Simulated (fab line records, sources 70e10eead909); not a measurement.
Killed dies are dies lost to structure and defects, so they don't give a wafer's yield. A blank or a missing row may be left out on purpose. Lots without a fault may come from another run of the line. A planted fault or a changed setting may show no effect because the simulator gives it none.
Problem report in the 8D (eight disciplines) form, filled by code | flow nand_harc | the parts of the form that need people (team, actions taken, sign-off) are left out

1. THE PROBLEM
killed_dies at NHARC_END_SORT_01 reads a mean of 677 on 1 wafer of 1 lot; wafers without a fault read 35 with a standard deviation of 12. That is +54 standard deviations from the usual mean.
First seen on wafer L153.6, day 24 03:32, on prober-01. The record holds 1 wafer of 1 lot with a number at this step. Rule for "out", or "out of limits": more than 4 standard deviations from the usual mean. The other wafers with a number count as sound.

2. WHAT IT IS AND WHAT IT IS NOT
question                    | is                           | is not
which readings at this step | killed_dies, killed_at_array | killed_at_other, killed_at_periphery, killed_open, killed_short
which lots                  | L153                         | -
which wafers of those lots  | all that have a number       | -
read on which gauges        | prober-01                    | -
when                        | from day 24 03:32            | up to then (0 sound wafers)

3. SUSPECTS, AND WHAT RULES EACH OUT
Counting: a tool at a process step up to the reading stays a suspect if it ran every lot that is out and no sound lot after the first of them.
- the gauge at NHARC_END_SORT_01: kept. All the wafers that are out were read on prober-01, and no step on other tools shows them out.
- pecvd-03 at NHARC_A_STAIRCASE_DEP_259 (deposits SiON, target thk 30 nm): kept. It ran the lot that is out, L153 (day 16 10:37), and no sound lot after that.
Left after counting: pecvd-03 at NHARC_A_STAIRCASE_DEP_259, prober-01 at NHARC_END_SORT_01.

4. THE CAUSE (what the simulator had put in)
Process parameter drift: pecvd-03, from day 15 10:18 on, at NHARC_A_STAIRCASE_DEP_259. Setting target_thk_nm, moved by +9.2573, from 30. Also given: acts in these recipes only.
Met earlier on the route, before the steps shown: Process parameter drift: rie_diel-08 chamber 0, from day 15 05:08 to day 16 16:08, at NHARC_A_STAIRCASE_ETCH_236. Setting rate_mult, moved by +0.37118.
Counting left 2 suspects, and this tool is among them.

5. THE CHAIN OF EFFECTS, in route order
Each row: a reading whose mean over the struck wafers that have a number lies more than 3 standard deviations from the usual. Only readings for which the record gives a usual standard deviation are gone through. hours: the time from each lot's start at the first step in this table that gives one to its start at this step, as a median over the lots. sigmas: the change in usual standard deviations.
hours | step              | reading         | usual | on struck wafers | change | sigmas
0     | NHARC_END_SORT_01 | killed_at_array | 31    | 672              | +641   | +53
0     | NHARC_END_SORT_01 | killed_dies     | 35    | 677              | +642   | +54

6. WHAT WOULD HAVE CAUGHT IT SOONER
In this record the first reading out of limits at a measuring or inspecting step was taken at day 24 03:32, 209 hours after the fault began at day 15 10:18.
Of the tool readings at NHARC_A_STAIRCASE_DEP_259 for which the record gives a usual standard deviation, none was out on any struck wafer, so an alarm limit of 4 standard deviations on them would not have fired.
All the lots that are out (1) had begun NHARC_A_STAIRCASE_DEP_259 on pecvd-03 by day 24 03:32. A hold on the tool at that time would have spared none of them.
